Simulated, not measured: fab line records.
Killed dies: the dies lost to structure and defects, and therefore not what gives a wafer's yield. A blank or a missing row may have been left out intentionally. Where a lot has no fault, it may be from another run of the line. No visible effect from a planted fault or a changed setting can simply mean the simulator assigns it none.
Which tool is to blame? :: flow nand harc :: 6 lots with 18 wafers sampled at 4 steps, on a route of 1159 steps

WHAT THE GAUGES SHOWED, per wafer
NHARC_THIN_TSV_INSPECT_40.
lot: L838
measured: day 20 05:43
on: defect inspect-02
raw defect count: 358 426 510

lot: L842
measured: day 21 06:27
on: defect inspect-01
raw defect count: 493 495 566

lot: L844
measured: day 21 15:55
on: defect inspect-01
raw defect count: 407 454 440

lot: L846
measured: day 21 15:55
on: defect inspect-02
raw defect count: 388 378 463

lot: L845
measured: day 21 22:52
on: defect inspect-01
raw defect count: 466 471 844

lot: L857
measured: day 25 13:43
on: defect inspect-01
raw defect count: 500 518 502

WHAT TOOL EACH LOT RAN ON (gives the tool, then ch and the chambers of the sampled wafers, and finally the start)
lot: L838
NHARC_HYBRID_BOND_ACTIVATE_00: rie diel-13 ch 0,2,3, day 19 03:56
NHARC_THIN_TSV_GRIND_00: grinder-01 ch 0, day 19 14:34
NHARC_THIN_TSV_DEP_47: pecvd-02 ch 0,1,2, day 19 18:58

lot: L842
NHARC_HYBRID_BOND_ACTIVATE_00: rie diel-09 ch 0,1,2, day 20 05:29
NHARC_THIN_TSV_GRIND_00: grinder-01 ch 0, day 20 17:32
NHARC_THIN_TSV_DEP_47: pecvd-02 ch 0,1, day 20 22:14

lot: L844
NHARC_HYBRID_BOND_ACTIVATE_00: rie diel-09 ch 0,3, day 20 13:33
NHARC_THIN_TSV_GRIND_00: grinder-01 ch 0, day 21 01:41
NHARC_THIN_TSV_DEP_47: pecvd-01 ch 0,1,2, day 21 06:09

lot: L846
NHARC_HYBRID_BOND_ACTIVATE_00: rie diel-09 ch 0,2,3, day 20 15:53
NHARC_THIN_TSV_GRIND_00: grinder-01 ch 0, day 21 04:05
NHARC_THIN_TSV_DEP_47: pecvd-02 ch 0,1,2, day 21 08:28

lot: L845
NHARC_HYBRID_BOND_ACTIVATE_00: rie diel-04 ch 0,1,2, day 20 22:17
NHARC_THIN_TSV_GRIND_00: grinder-01 ch 0, day 21 08:37
NHARC_THIN_TSV_DEP_47: pecvd-01 ch 0,1,2, day 21 12:58

lot: L857
NHARC_HYBRID_BOND_ACTIVATE_00: rie diel-09 ch 0,3, day 24 13:35
NHARC_THIN_TSV_GRIND_00: grinder-01 ch 0, day 24 23:40
NHARC_THIN_TSV_DEP_47: pecvd-03 ch 0,1, day 25 03:57
- NHARC_HYBRID_BOND_ACTIVATE_00: chemistry N2, time 60 s.
- NHARC_THIN_TSV_GRIND_00
- NHARC_THIN_TSV_DEP_47: deposits SiO2, target thk 200 nm.

THE ANSWER, worked out from the rows above alone
Rule: the lots themselves supply what counts as usual. The widest of any qualifying gaps counts: lots, ordered by their means at a reading, are off when they make up no more than a third of the lots, leave a main group of 4 or more, and stand apart from it by 3 or more times the standard deviation of that group's means. A main group whose means are all the same, to the digits that the tables above print for the reading, isn't used. A lot without any number at a reading at which 4 lots or more have one is off too. The other lots that the step has rows for count as sound.
No lot is off at any reading shown: from this, nothing can be told.

WHAT HAD BEEN PUT IN BY THE SIMULATOR
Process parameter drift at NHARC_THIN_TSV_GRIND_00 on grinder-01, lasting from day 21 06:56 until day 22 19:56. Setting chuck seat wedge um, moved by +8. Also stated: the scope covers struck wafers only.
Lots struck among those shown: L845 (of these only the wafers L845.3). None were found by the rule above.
